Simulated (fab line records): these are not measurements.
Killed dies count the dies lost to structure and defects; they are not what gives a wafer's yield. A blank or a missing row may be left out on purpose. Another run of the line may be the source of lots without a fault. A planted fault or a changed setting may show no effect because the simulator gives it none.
Split-lot study || flow n5Finfet || 21 wafers read across 7 lots, on a route 1938 steps long

THE SPLIT ITSELF
At N5_BEOL_M11_TRENCH_ETCH_37 (etches SiCOH lowk in C4F6/O2, target depth 148.83 nm, time 48 s), the setting sourceW was moved away from the recipe's 345 W on 4 of the 21 wafers read, by -13.4% to +5.0%. This setting was run at the recipe's value on the other wafers.

The reading is taken at the split's own step.

THE READING
rfVppV, in V, at N5_BEOL_M11_TRENCH_ETCH_37 (etches SiCOH lowk in C4F6/O2, target depth 148.83 nm, time 48 s). On this fab line, fault-free wafers typically give 667 V with a standard deviation of 5.6 V.

{"wafer": "L077.1", "tool, chamber at the split": "rieDiel-02, 0", "sourceW as run, W": 345, "against the recipe": "recipe", "rfVppV, V": 659, "against lot-mates on the recipe": "-"}
{"wafer": "L077.3", "tool, chamber at the split": "rieDiel-02, 2", "sourceW as run, W": 345, "against the recipe": "recipe", "rfVppV, V": 667, "against lot-mates on the recipe": "-"}
{"wafer": "L077.5", "tool, chamber at the split": "rieDiel-02, 3", "sourceW as run, W": 324.3, "against the recipe": "-6.0%", "rfVppV, V": 687, "against lot-mates on the recipe": "+24"}
{"wafer": "L082.1", "tool, chamber at the split": "rieDiel-02, 0", "sourceW as run, W": 345, "against the recipe": "recipe", "rfVppV, V": 658, "against lot-mates on the recipe": "-"}
{"wafer": "L082.3", "tool, chamber at the split": "rieDiel-02, 3", "sourceW as run, W": 298.9, "against the recipe": "-13.4%", "rfVppV, V": 717, "against lot-mates on the recipe": "+56"}
{"wafer": "L082.5", "tool, chamber at the split": "rieDiel-02, 2", "sourceW as run, W": 345, "against the recipe": "recipe", "rfVppV, V": 665, "against lot-mates on the recipe": "-"}
{"wafer": "L087.2", "tool, chamber at the split": "rieDiel-05, 1", "sourceW as run, W": 362.2, "against the recipe": "+5.0%", "rfVppV, V": 648, "against lot-mates on the recipe": -12}
{"wafer": "L087.3", "tool, chamber at the split": "rieDiel-05, 0", "sourceW as run, W": 345, "against the recipe": "recipe", "rfVppV, V": 660, "against lot-mates on the recipe": "-"}
{"wafer": "L087.5", "tool, chamber at the split": "rieDiel-05, 0", "sourceW as run, W": 345, "against the recipe": "recipe", "rfVppV, V": 661, "against lot-mates on the recipe": "-"}
{"wafer": "L092.3", "tool, chamber at the split": "rieDiel-05, 1", "sourceW as run, W": 345, "against the recipe": "recipe", "rfVppV, V": 663, "against lot-mates on the recipe": "-"}
{"wafer": "L092.4", "tool, chamber at the split": "rieDiel-05, 3", "sourceW as run, W": 345, "against the recipe": "recipe", "rfVppV, V": 669, "against lot-mates on the recipe": "-"}
{"wafer": "L092.6", "tool, chamber at the split": "rieDiel-05, 3", "sourceW as run, W": 345, "against the recipe": "recipe", "rfVppV, V": 668, "against lot-mates on the recipe": "-"}
{"wafer": "L094.1", "tool, chamber at the split": "rieDiel-05, 0", "sourceW as run, W": 345, "against the recipe": "recipe", "rfVppV, V": 658, "against lot-mates on the recipe": "-"}
{"wafer": "L094.3", "tool, chamber at the split": "rieDiel-05, 1", "sourceW as run, W": 345, "against the recipe": "recipe", "rfVppV, V": 664, "against lot-mates on the recipe": "-"}
{"wafer": "L094.4", "tool, chamber at the split": "rieDiel-05, 3", "sourceW as run, W": 345, "against the recipe": "recipe", "rfVppV, V": 667, "against lot-mates on the recipe": "-"}
{"wafer": "L095.1", "tool, chamber at the split": "rieDiel-02, 3", "sourceW as run, W": 345, "against the recipe": "recipe", "rfVppV, V": 666, "against lot-mates on the recipe": "-"}
{"wafer": "L095.2", "tool, chamber at the split": "rieDiel-02, 1", "sourceW as run, W": 345, "against the recipe": "recipe", "rfVppV, V": 665, "against lot-mates on the recipe": "-"}
{"wafer": "L095.3", "tool, chamber at the split": "rieDiel-02, 2", "sourceW as run, W": 345, "against the recipe": "recipe", "rfVppV, V": 665, "against lot-mates on the recipe": "-"}
{"wafer": "L097.3", "tool, chamber at the split": "rieDiel-05, 2", "sourceW as run, W": 345, "against the recipe": "recipe", "rfVppV, V": 672, "against lot-mates on the recipe": "-"}
{"wafer": "L097.4", "tool, chamber at the split": "rieDiel-05, 1", "sourceW as run, W": 325.1, "against the recipe": "-5.8%", "rfVppV, V": 684, "against lot-mates on the recipe": "+12"}
{"wafer": "L097.6", "tool, chamber at the split": "rieDiel-05, 2", "sourceW as run, W": 345, "against the recipe": "recipe", "rfVppV, V": 673, "against lot-mates on the recipe": "-"}

FIT RESULTS
A straight line over all 21 wafers: rfVppV changes by -3.76 V for each +1% of sourceW; r = -0.96; the points scatter about the line by 4.2 V.
The same after taking each lot's own level away (the mean of its wafers on the recipe; 21 wafers): -3.71 V for each +1%; r = -0.96; scatter 3.9 V.
The reading moves by 50 V for the largest change in sourceW, on that fit.
From 660.5 to 672.5 V: that is the span of the lots' own levels, equal to 2.1 times the standard deviation above.
The two slopes agree, so the slope changes little with the lot-to-lot level.
Check: +38.7 V against its lot-mates is what the line predicts for one of the wafers moved furthest among these (-13.4%) when that wafer is left out of the fit. It came out at +55.5 V against them.
Tool readings at the split's step, against how far the setting was moved: rfVppV r = -0.96.

OTHER SPLITS ON THESE WAFERS
Note: prior to the reading, these wafers also went through further splits. Each is held against what the fit with the lots' levels taken away leaves over:
{"other split on the same wafers": "N5_BEOL_M9_EXPOSE_25 doseMj", "wafers away from the commonest value": 11, "r with rfVppV (lot level and that fit taken away)": -0.23}
{"other split on the same wafers": "N5_BEOL_M11_ILD_DEP_00 timeS", "wafers away from the commonest value": 8, "r with rfVppV (lot level and that fit taken away)": -0.18}
{"other split on the same wafers": "N5_BEOL_M11_COAT_05 spinRpm", "wafers away from the commonest value": 8, "r with rfVppV (lot level and that fit taken away)": "+0.03"}

FILE'S OWN FIT
rfVppV changes by -3.72 V for each +1% of sourceW, r = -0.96.
